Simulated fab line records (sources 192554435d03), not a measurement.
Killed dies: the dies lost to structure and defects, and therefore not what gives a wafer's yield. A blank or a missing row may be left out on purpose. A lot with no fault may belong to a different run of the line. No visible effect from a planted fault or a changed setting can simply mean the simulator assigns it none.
Chamber matching	flow n5-finfet	N5_BEOL_M14_DESCUM_15 on rie-diel-03: 4 sister chambers
The step chemistry O2, time 7.9 s. 16 wafers are shown with their chamber, then 8 later ones without.

WAFERS, EACH WITH ITS CHAMBER
wafer	chamber	showerhead-plenum-p-Torr (Torr)	throttle-valve-pct (%)	oes-product-au (a.u.)
L075.1	0	2.08	20.54	0.70
L075.2	3	2.03	20.41	0.85
L075.3	2	2.14	20.98	0.69
L082.1	3	2.03	20.45	0.82
L082.2	1	2.02	20.08	0.81
L082.6	1	2.02	20.10	0.81
L083.2	0	2.07	20.57	0.69
L083.4	2	2.14	20.65	0.95
L083.6	3	2.03	20.44	0.83
L085.1	1	2.02	20.11	0.80
L085.5	1	2.02	20.08	0.81
L085.6	0	2.07	20.58	0.68
L090.3	3	2.02	20.46	0.81
L090.5	0	2.07	20.61	0.67
L090.6	3	2.02	20.45	0.81
L092.2	1	2.01	20.13	0.79

SIGNATURES (averages over the wafers above)
reading	chamber 0	chamber 1	chamber 2	chamber 3	scatter within a chamber
showerhead-plenum-p-Torr	2.0725	2.0180	2.1400	2.0260	0.00479
throttle-valve-pct	20.5750	20.1000	20.8150	20.4420	0.0708
oes-product-au	0.6850	0.8040	0.8200	0.8240	0.0546
Rule: a wafer's distance from a chamber is the root of the sum, over the readings, of the square of ((its reading less the chamber's mean) divided by the reading's scatter). If the next closest chamber is less than 2 further off than the closest, the wafer can't be placed; otherwise it belongs to the closest. The scatter: the root of (the sum of the squares of (reading less its chamber's mean) over the shown wafers, divided by (wafers less chambers)).

WAFERS MISSING THEIR CHAMBER
wafer	showerhead-plenum-p-Torr (Torr)	throttle-valve-pct (%)	oes-product-au (a.u.)
L092.4	2.07	20.60	0.67
L092.6	2.07	20.57	0.67
L094.1	2.01	20.15	0.78
L094.2	2.13	20.71	0.88
L094.6	2.02	20.48	0.80
L097.1	2.02	20.47	0.80
L097.2	2.01	20.15	0.79
L097.3	2.13	20.72	0.89

WHICH CHAMBER EACH ONE RAN IN
wafer	from the rows above	in truth
L092.4	0	0
L092.6	0	0
L094.1	1	1
L094.2	2	2
L094.6	3	3
L097.1	3	3
L097.2	1	1
L097.3	2	2
Correct placement for 8 of the 8. Left unplaced by these rows: 0. Placed wrongly: 0.
